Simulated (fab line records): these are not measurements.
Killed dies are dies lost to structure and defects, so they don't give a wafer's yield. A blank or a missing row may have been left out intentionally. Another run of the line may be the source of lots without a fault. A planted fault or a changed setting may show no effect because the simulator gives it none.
fab line records | flow nand-harc
[record] lots = 6 | wafers = 18 | last-day = 23
route steps=1159 shown A_ONON_D1@432
lots untouched by any fault: they come from a run of this same line in which no faults occurred
start-h: hours from the record's first day to the start of the lot's first wafer shown | wait-h: hours since the lot's step before | " the same as in the row above | L1.1+2: a row that stands for several wafers | - no value present, or no start provided | * or withheld: withheld | < > ~ a bound
route shown NAME@n: names a module that has steps shown in the file, with the first one's number in the route | usual: the fault-free wafers' mean and standard deviation | same: alike in all rows | chamber/n: place in a boat | sites: the reading at each site | _std_site: standard deviation of those values | _edge_site: mean of outer sites minus mean of inner sites | radius-mm: for every site, how far away it sits from the centre of the wafer | mask NAME#n: copy n | behind: the most recent tool/chamber to have shaped the wafer | hold: why the lot went on hold/how many hours it stayed there/how the hold came to an end | device: whichever transistor did not switch (one of n, p or np) | end of line: at the end of the route, the tests of the same wafers | where a step has no rows: the recipe by itself | killed: not the wafer's yield, but the dies lost to structure and defects at the first sort | map: dies across one wafer; x = killed, . = not, _ = none there
set.NAME: the run value of the setting; set.NAME@STEP: its run value at that earlier step | model.NAME: the simulator's own value behind a step, which no gauge read
lots at some steps of the route; a table a step, a row a wafer
services: a tool's chamber out of use, with start hour (start-h, from the record's first day; less than 0 if before it), hours out, and reason
[[steps]]
[step NHARC_A_ONON_D1_DEP_12]
[recipe] target-thk-a = 10000 | n2-flow-sccm = 2750 | n2o-flow-sccm = 2000 | nh3-flow-sccm = 500 | sih4-flow-sccm = 210 | temp-c = 400
[step NHARC_A_ONON_D1_THK_MEAS_14]
[recipe] thk-meas-gauge = ellipsometry
[usual] thk-nm = 1001/11
lot.wafer | tool          | chamber | start-h | wait-h | thk-nm
L548.3    | film-metro-02 | -       | 163.17  | -      | 993
L548.5    | "             | -       | "       | "      | 994
L548.6    | "             | -       | "       | "      | 994
L553.1    | film-metro-02 | -       | 187.47  | -      | 980
L553.2    | "             | -       | "       | "      | 981
L553.6    | "             | -       | "       | "      | 979
L563.2    | film-metro-02 | -       | 256.01  | -      | 1003
L563.3    | "             | -       | "       | "      | 1002
L563.6    | "             | -       | "       | "      | 1002
L562.1    | film-metro-01 | -       | 256.05  | -      | 998
L562.3    | "             | -       | "       | "      | 997
L562.6    | "             | -       | "       | "      | 997
L567.1    | film-metro-01 | -       | 265.13  | -      | 1006
L567.2    | "             | -       | "       | "      | 1008
L567.4    | "             | -       | "       | "      | 1008
L566.1    | film-metro-02 | -       | 265.14  | -      | 1017
L566.2    | "             | -       | "       | "      | 1014
L566.5    | "             | -       | "       | "      | 1016
[step NHARC_A_ONON_D1_ANNEAL_15]
[recipe] temp-c = 750 | time-s = 3600
[step NHARC_A_ONON_D1_DEP_16]
[recipe] target-thk-a = 10000 | n2-flow-sccm = 2750 | n2o-flow-sccm = 2000 | nh3-flow-sccm = 500 | sih4-flow-sccm = 210 | temp-c = 400
[step NHARC_A_ONON_D1_THK_MEAS_18]
[recipe] thk-meas-gauge = ellipsometry
[usual] thk-nm = 998/9.2
lot.wafer | tool          | chamber | start-h | wait-h | thk-nm
L548.3    | film-metro-02 | -       | 171.25  | -      | 991
L548.5    | "             | -       | "       | "      | 991
L548.6    | "             | -       | "       | "      | 991
L553.1    | film-metro-02 | -       | 194.60  | -      | 1006
L553.2    | "             | -       | "       | "      | 1006
L553.6    | "             | -       | "       | "      | 1005
L563.2    | film-metro-02 | -       | 266.62  | -      | 991
L563.3    | "             | -       | "       | "      | 990
L563.6    | "             | -       | "       | "      | 989
L562.1    | film-metro-01 | -       | 266.62  | -      | 992
L562.3    | "             | -       | "       | "      | 992
L562.6    | "             | -       | "       | "      | 992
L567.1    | film-metro-02 | -       | 274.31  | -      | 987
L567.2    | "             | -       | "       | "      | 988
L567.4    | "             | -       | "       | "      | 987
L566.1    | film-metro-02 | -       | 274.33  | -      | 999
L566.2    | "             | -       | "       | "      | 1000
L566.5    | "             | -       | "       | "      | 1000
[step NHARC_A_ONON_D1_DEP_19]
[recipe] target-thk-a = 10000 | n2-flow-sccm = 2750 | n2o-flow-sccm = 2000 | nh3-flow-sccm = 500 | sih4-flow-sccm = 210 | temp-c = 400
[step NHARC_A_ONON_D1_THK_MEAS_21]
[recipe] thk-meas-gauge = ellipsometry
[usual] thk-nm = 1001/10
lot.wafer | tool          | chamber | start-h | wait-h | thk-nm
L548.3    | film-metro-02 | -       | 171.82  | -      | 1011
L548.5    | "             | -       | "       | "      | 1010
L548.6    | "             | -       | "       | "      | 1012
L553.1    | film-metro-01 | -       | 195.16  | -      | 1017
L553.2    | "             | -       | "       | "      | 1017
L553.6    | "             | -       | "       | "      | 1018
L563.2    | film-metro-01 | -       | 267.18  | -      | 1009
L563.3    | "             | -       | "       | "      | 1011
L563.6    | "             | -       | "       | "      | 1011
L562.1    | film-metro-02 | -       | 267.19  | -      | 1006
L562.3    | "             | -       | "       | "      | 1007
L562.6    | "             | -       | "       | "      | 1006
L567.1    | film-metro-02 | -       | 274.88  | -      | 1004
L567.2    | "             | -       | "       | "      | 1004
L567.4    | "             | -       | "       | "      | 1003
L566.1    | film-metro-02 | -       | 274.90  | -      | 1009
L566.2    | "             | -       | "       | "      | 1009
L566.5    | "             | -       | "       | "      | 1008
[step NHARC_A_ONON_D1_DEP_22]
[recipe] target-thk-a = 10000 | n2-flow-sccm = 2750 | n2o-flow-sccm = 2000 | nh3-flow-sccm = 500 | sih4-flow-sccm = 210 | temp-c = 400
[step NHARC_A_ONON_D1_THK_MEAS_24]
[recipe] thk-meas-gauge = ellipsometry
[usual] thk-nm = 1002/9
lot.wafer | tool          | chamber | start-h | wait-h | thk-nm
L548.3    | film-metro-02 | -       | 172.39  | -      | 1005
L548.5    | "             | -       | "       | "      | 1004
L548.6    | "             | -       | "       | "      | 1005
L553.1    | film-metro-02 | -       | 195.75  | -      | 1004
L553.2    | "             | -       | "       | "      | 1003
L553.6    | "             | -       | "       | "      | 1002
L562.1    | film-metro-02 | -       | 267.75  | -      | 1012
L562.3    | "             | -       | "       | "      | 1011
L562.6    | "             | -       | "       | "      | 1011
L563.2    | film-metro-01 | -       | 267.76  | -      | 1012
L563.3    | "             | -       | "       | "      | 1014
L563.6    | "             | -       | "       | "      | 1015
L567.1    | film-metro-01 | -       | 275.44  | -      | 1013
L567.2    | "             | -       | "       | "      | 1013
L567.4    | "             | -       | "       | "      | 1014
L566.1    | film-metro-02 | -       | 275.47  | -      | 1004
L566.2    | "             | -       | "       | "      | 1006
L566.5    | "             | -       | "       | "      | 1003
[step NHARC_A_ONON_D1_DEP_25]
[recipe] target-thk-a = 10000 | n2-flow-sccm = 2750 | n2o-flow-sccm = 2000 | nh3-flow-sccm = 500 | sih4-flow-sccm = 210 | temp-c = 400
[step NHARC_A_ONON_D1_THK_MEAS_27]
[recipe] thk-meas-gauge = ellipsometry
[usual] thk-nm = 1000/10
lot.wafer | tool          | chamber | start-h | wait-h | thk-nm
L548.3    | film-metro-01 | -       | 172.95  | -      | 1010
L548.5    | "             | -       | "       | "      | 1011
L548.6    | "             | -       | "       | "      | 1011
L553.1    | film-metro-02 | -       | 196.31  | -      | 988
L553.2    | "             | -       | "       | "      | 987
L553.6    | "             | -       | "       | "      | 986
L562.1    | film-metro-02 | -       | 268.32  | -      | 1018
L562.3    | "             | -       | "       | "      | 1017
L562.6    | "             | -       | "       | "      | 1016
L563.2    | film-metro-01 | -       | 268.33  | -      | 991
L563.3    | "             | -       | "       | "      | 987
L563.6    | "             | -       | "       | "      | 988
L567.1    | film-metro-01 | -       | 276.01  | -      | 995
L567.2    | "             | -       | "       | "      | 997
L567.4    | "             | -       | "       | "      | 997
L566.1    | film-metro-01 | -       | 276.03  | -      | 991
L566.2    | "             | -       | "       | "      | 989
L566.5    | "             | -       | "       | "      | 989
[step NHARC_A_ONON_D1_DEP_28]
[recipe] target-thk-a = 10000 | n2-flow-sccm = 2750 | n2o-flow-sccm = 2000 | nh3-flow-sccm = 500 | sih4-flow-sccm = 210 | temp-c = 400
[usual] sih4-flow-sccm = 210.1/0.49
lot.wafer | tool          | chamber | start-h | wait-h | sih4-flow-sccm
L548.3    | pecvd-onon-03 | 0       | 173.13  | 0.2    | 210.5
L548.5    | "             | 0       | "       | "      | 209.7
L548.6    | "             | 0       | "       | "      | 210.1
L553.1    | pecvd-onon-02 | 0       | 196.37  | 0.1    | 210.8
L553.2    | "             | 0       | "       | "      | 210.7
L553.6    | "             | 0       | "       | "      | 210.7
L562.1    | pecvd-onon-02 | 0       | 268.38  | 0.1    | 209.8
L562.3    | "             | 0       | "       | "      | 209.8
L562.6    | "             | 0       | "       | "      | 210.3
L563.2    | pecvd-onon-03 | 0       | 268.44  | 0.1    | 211.1
L563.3    | "             | 0       | "       | "      | 210.0
L563.6    | "             | 0       | "       | "      | 209.7
L567.1    | pecvd-onon-02 | 0       | 276.07  | 0.1    | 209.6
L567.2    | "             | 0       | "       | "      | 209.9
L567.4    | "             | 0       | "       | "      | 210.3
L566.1    | pecvd-onon-04 | 0       | 276.09  | 0.1    | 211.0
L566.2    | "             | 0       | "       | "      | 210.1
L566.5    | "             | 0       | "       | "      | 209.7
[step NHARC_A_ONON_D1_THK_MEAS_30]
[recipe] thk-meas-gauge = ellipsometry
[usual] thk-nm = 999/10
lot.wafer | tool          | chamber | start-h | wait-h | thk-nm
L548.3    | film-metro-02 | -       | 173.52  | -      | 998
L548.5    | "             | -       | "       | "      | 999
L548.6    | "             | -       | "       | "      | 1000
L553.1    | film-metro-01 | -       | 196.88  | -      | 994
L553.2    | "             | -       | "       | "      | 993
L553.6    | "             | -       | "       | "      | 994
L562.1    | film-metro-01 | -       | 268.89  | -      | 951
L562.3    | "             | -       | "       | "      | 952
L562.6    | "             | -       | "       | "      | 953
L563.2    | film-metro-02 | -       | 268.89  | -      | 1013
L563.3    | "             | -       | "       | "      | 1013
L563.6    | "             | -       | "       | "      | 1014
L567.1    | film-metro-01 | -       | 276.58  | -      | 962
L567.2    | "             | -       | "       | "      | 962
L567.4    | "             | -       | "       | "      | 964
L566.1    | film-metro-01 | -       | 276.60  | -      | 987
L566.2    | "             | -       | "       | "      | 989
L566.5    | "             | -       | "       | "      | 988
[step NHARC_A_ONON_D1_DEP_33]
[recipe] target-thk-a = 2000 | temp-c = 400 | pressure-torr = 6.5 | rf-w = 900 | teos-flow-sccm = 161.4 | flow-sccm = 2650 | target-thk-nm = 200 | gas = O2 | material = SiO2
[usual] chamber-pressure-Torr = 6.498/0.014 | heater-power-w = 519/70 | throttle-valve-pct = 16.0/0.57
lot.wafer | tool     | chamber | start-h | wait-h | chamber-pressure-Torr | heater-power-w | throttle-valve-pct
L548.3    | pecvd-04 | 2       | 173.63  | 0.1    | 6.499                 | 568            | 16.8
L548.5    | "        | 2       | "       | "      | 6.508                 | 576            | 16.7
L548.6    | "        | 0       | "       | "      | 6.481                 | 495            | 15.8
L553.1    | pecvd-01 | 2       | 196.93  | 0.1    | 6.504                 | 608            | 15.5
L553.2    | "        | 0       | "       | "      | 6.508                 | 634            | 14.4
L553.6    | "        | 1       | "       | "      | 6.518                 | 626            | 16.3
L563.2    | pecvd-01 | 0       | 268.95  | 0.1    | 6.507                 | 555            | 14.7
L563.3    | "        | 2       | "       | "      | 6.506                 | 615            | 15.5
L563.6    | "        | 0       | "       | "      | 6.493                 | 554            | 14.5
L562.1    | pecvd-02 | 0       | 268.99  | 0.1    | 6.525                 | 529            | 15.9
L562.3    | "        | 1       | "       | "      | 6.501                 | 552            | 16.6
L562.6    | "        | 1       | "       | "      | 6.494                 | 555            | 16.2
L567.1    | pecvd-04 | 1       | 276.68  | 0.1    | 6.519                 | 530            | 16.3
L567.2    | "        | 2       | "       | "      | 6.495                 | 443            | 17.1
L567.4    | "        | 1       | "       | "      | 6.507                 | 542            | 16.1
L566.2    | pecvd-04 | 2       | 276.95  | 0.4    | 6.504                 | 538            | 17.0
L566.1    | "        | 1       | "       | "      | 6.492                 | 561            | 16.2
L566.5    | "        | 1       | "       | "      | 6.484                 | 568            | 16.1
[[services]]
tool          | chamber | start-h | hours | kind
pecvd-onon-03 | -       | 153.12  | 13.0  | pm
pecvd-02      | -       | 153.15  | 13.0  | pm
pecvd-02      | 0       | 153.15  | 13.0  | vent-cycle
pecvd-02      | 1       | 153.15  | 13.0  | vent-cycle
pecvd-02      | 2       | 153.15  | 13.0  | vent-cycle
pecvd-02      | 0       | 166.15  | -     | clean
pecvd-02      | 1       | 166.15  | -     | clean
pecvd-01      | 0       | 176.50  | 5.0   | repair
pecvd-01      | -       | 179.90  | 1.5   | repair
pecvd-04      | -       | 195.11  | 13.0  | pm
pecvd-04      | 0       | 195.11  | 13.0  | vent-cycle
pecvd-04      | 1       | 195.11  | 13.0  | vent-cycle
pecvd-04      | 2       | 195.11  | 13.0  | vent-cycle
pecvd-04      | 0       | 208.11  | -     | clean
pecvd-04      | 1       | 208.11  | -     | clean
pecvd-04      | 2       | 208.11  | -     | clean
pecvd-onon-04 | -       | 237.00  | 13.0  | pm
pecvd-01      | -       | 237.47  | 13.0  | pm
pecvd-01      | 0       | 237.47  | 13.0  | vent-cycle
pecvd-01      | 1       | 237.47  | 13.0  | vent-cycle
pecvd-01      | 2       | 237.47  | 13.0  | vent-cycle
pecvd-01      | 0       | 250.47  | -     | clean
pecvd-01      | 1       | 250.47  | -     | clean
pecvd-01      | 2       | 250.47  | -     | clean
[[key]]
[first-sign] step = NHARC_A_ONON_D1_THK_MEAS_30 | reading = thk-nm | direction = down | sigmas = 4 | usual = 999 | struck = 957
effect none on later readings
met-at NHARC_A_ONON_D1_DEP_28
struck-wafers L562.1,L562.3,L562.6,L567.1,L567.2,L567.4
sort-left-out L562.1,L562.3,L562.6,L567.1,L567.2,L567.4
tester-left-out L562,L567
onset-between 196.37 268.38
[fault] kind = process-parameter-drift | tool = pecvd-onon-02 | chamber = - | onset-h = 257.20 | steps = NHARC_A_ONON_D1_DEP_28 | channel = target-thk-a | offset = * | shape = step | end-h = 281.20 | acts-in = * | stated = *
// tester-left-out: of these lots the tester's yield and bins aren't shown, on N5 and GAA mostly nor the transistor test; their killed dies are dies lost to structure and defects alone, not to doping, threshold or leakage, so they don't give the yield
// sort-left-out: the simulated sort isn't trusted on such a fault, so these wafers' sort isn't shown, and their yield isn't known
